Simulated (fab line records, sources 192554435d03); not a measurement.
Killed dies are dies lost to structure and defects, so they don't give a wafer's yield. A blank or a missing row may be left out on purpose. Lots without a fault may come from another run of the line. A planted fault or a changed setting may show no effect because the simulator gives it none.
Problem report in the 8D (eight disciplines) form, filled by code | flow n5_finfet | the parts of the form that need people (team, actions taken, sign-off) are left out

1. THE PROBLEM
spin_speed_rpm at N5_BEOL_M6_COAT_22 reads a mean of 1437.2 rpm on 6 wafers of 2 lots; wafers without a fault read 1500.0 rpm with a standard deviation of 1.2. That is -52 standard deviations from the usual mean.
The step: resist thk 30 nm.
First seen on wafer L259.1, day 9 02:55, on litho_track-04. The record holds 33 wafers of 11 lots with a number at this step. Rule for "out", or "out of limits": more than 4 standard deviations from the usual mean. The other wafers with a number count as sound.

2. WHAT IT IS AND WHAT IT IS NOT
question                    | is                     | is not
which readings at this step | spin_speed_rpm         | -
which lots                  | L258, L259             | L255, L270, L271, L272, L273, L274, L275, L276, L278
which wafers of those lots  | all that have a number | -
read on which tools         | litho_track-04         | litho_track-03, litho_track-05
when                        | from day 9 02:55       | up to then (3 sound wafers); but 24 sound wafers of L270, L271, L272, L273, L274, L275, L276, L278 came after

3. SUSPECTS, AND WHAT RULES EACH OUT
Counting: a tool at a process step up to the reading stays a suspect if it ran every lot that is out and no sound lot after the first of them.
- pecvd-04 at N5_BEOL_M6_PECVD_70 (deposits SiO2 from TEOS/O2, target thk 20 nm, time 22.7 s): ruled out as a lasting fault. Sound lots L272, L275, L278 ran on it after its first lot that is out, L259 (day 9 00:23).
- litho_track-04 at N5_BEOL_M6_COAT_22 (resist thk 30 nm): ruled out as a lasting fault. Sound lots L272, L275, L274 ran on it after its first lot that is out, L259 (day 9 02:55).
Left after counting: nothing in the record.

4. THE CAUSE (what the simulator had put in)
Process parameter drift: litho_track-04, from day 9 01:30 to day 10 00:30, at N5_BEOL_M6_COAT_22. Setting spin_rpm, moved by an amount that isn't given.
Counting ruled it out, wrongly.

5. THE CHAIN OF EFFECTS, in route order
Each row: a reading whose mean over the struck wafers that have a number lies more than 3 standard deviations from the usual. Only readings for which the record gives a usual standard deviation are gone through. hours: the time from each lot's start at the first step in this table that gives one to its start at this step, as a median over the lots. sigmas: the change in usual standard deviations.
hours | step               | reading        | usual      | on struck wafers | change | sigmas
0     | N5_BEOL_M6_COAT_22 | spin_speed_rpm | 1500.0 rpm | 1437.2           | -62.8  | -52
The process steps in it:
- N5_BEOL_M6_COAT_22: resist thk 30 nm.

6. WHAT WOULD HAVE CAUGHT IT SOONER
In this record the first reading out of limits was taken at day 9 02:55, 1 hour after the fault began at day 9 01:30.
